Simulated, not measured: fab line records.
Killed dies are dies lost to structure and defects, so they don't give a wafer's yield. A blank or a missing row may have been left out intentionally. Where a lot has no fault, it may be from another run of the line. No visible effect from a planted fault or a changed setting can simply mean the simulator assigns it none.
8D (eight disciplines) problem report, filled in by code ; flow n5_finfet ; the parts of the form that need people (team, actions taken, sign-off) are left out

== 1. PROBLEM STATEMENT ==
Mean of raw_defect_count at N5_BEOL_M0_INSPECT_127: 3582 across 2 wafers in 2 lots; on wafers with no fault it is 69 (standard deviation 21). So: +99 or more standard deviations from the usual mean.
The step: inspects for defects (darkfield).
Earliest sighting: wafer L611.2 on defect_inspect-02 at day 9 23:27. The record holds 25 wafers of 9 lots with a number at this step. Rule for "out", or "out of limits": more than 4 standard deviations from the usual mean. All remaining wafers that have a number are taken as sound.

== 2. WHAT IT IS AND WHAT IT IS NOT ==
question;is;is not
which readings at this step;raw_defect_count;-
which lots;L611, L614;L595, L597, L599, L600, L603, L605, L616
which wafers of those lots;L611.2, L614.2;L611.3, L614.6
read on which gauges;defect_inspect-02;defect_inspect-01
when;from day 9 23:27;"up to then (19 sound wafers); but 4 sound wafers of L614, L616 came after"

== 3. SUSPECTS, AND WHAT RULES EACH OUT ==
Counting: any tool at a process step up to the reading remains a suspect provided it ran every lot that is out. Sound lots after the first of them don't rule it out here, since some wafers of a struck lot are sound.
- the gauge at N5_BEOL_M0_INSPECT_127 is ruled out. All the wafers that are out were read on defect_inspect-02, but those of them that N5_BEOL_M0_CMP_120 has rows for are out there too, on other tools.
- ald_metal-01 at N5_BEOL_M0_ALD_136 (deposits TaN, pulse time 2 s, purge time 3 s, co reactant purge time 2 s): kept. Every lot that is out went through it, the first being L611 (day 9 21:15); the last sound lot it ran before that was L600 (day 7 11:06).
- cmp-02 at N5_BEOL_M0_CMP_120 (polishes, stops on SiOC, t overpolish 6.9 s): kept. Every lot that is out went through it, the first being L611 (day 9 22:54); the last sound lot it ran before that was L603 (day 8 01:24). Out on those wafers are its own readings of barrier_field_endpoint_s, time_to_endpoint_s.
After counting, ald_metal-01 at N5_BEOL_M0_ALD_136 and cmp-02 at N5_BEOL_M0_CMP_120 remain.

== 4. THE CAUSE (what the simulator had put in) ==
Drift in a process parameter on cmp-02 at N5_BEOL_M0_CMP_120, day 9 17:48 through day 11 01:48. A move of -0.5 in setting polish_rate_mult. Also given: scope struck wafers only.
Of the 2 suspects that counting leaves, this tool is one.

== 5. THE EFFECT CHAIN, in route order ==
Each row: a reading whose mean over the struck wafers that have a number lies more than 3 standard deviations from the usual. Only readings whose record carries a usual standard deviation are examined. hours: median over the lots of the time between each lot's start at the first step of this table that gives one and its start at this step. sigmas: the change, counted in usual standard deviations.
hours;step;reading;usual;on struck wafers;change;sigmas
0;N5_BEOL_M0_CMP_120;barrier_field_endpoint_s;3.76 s;7.14;+3.38;+26
0;N5_BEOL_M0_CMP_120;time_to_endpoint_s;62 s;81;+19;+5.8
1;N5_BEOL_M0_INSPECT_127;raw_defect_count;69;3582;+3513;+99 or more
160;N5_PASSIVATION_PROBE_49;defect_limited_yield;91.1 %;0.0;-91.1;-65
160;N5_PASSIVATION_PROBE_49;killed_at_M0_to_M3;34;1110;+1076;+99 or more
160;N5_PASSIVATION_PROBE_49;killed_dies;105;1180;+1075;+67
160;N5_PASSIVATION_PROBE_49;killed_on_rim;13;152;+139;+34
160;N5_PASSIVATION_PROBE_49;sort_n_pass;1074;0;-1074;-63
160;N5_PASSIVATION_PROBE_49;sort_yield_pct;91.0 %;0.0;-91.0;-61
Here are the process steps it includes:
- N5_BEOL_M0_CMP_120: polishes, stops on SiOC, t overpolish 6.9 s.
- N5_PASSIVATION_PROBE_49

== 6. HOW IT WOULD HAVE BEEN CAUGHT EARLIER ==
Counted from the fault's start at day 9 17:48, it took 6 hours until the first out-of-limits reading at a measuring or inspecting step in this record, taken at day 9 23:27.
The tool's own readings at N5_BEOL_M0_CMP_120 were out on every struck wafer that the step has a row for (barrier_field_endpoint_s, time_to_endpoint_s): an alarm limit on them would have fired on the first of those.
Of the lots that are out (2), L614 began N5_BEOL_M0_CMP_120 on cmp-02 after day 9 23:27. Holding the tool at that time would have saved it.
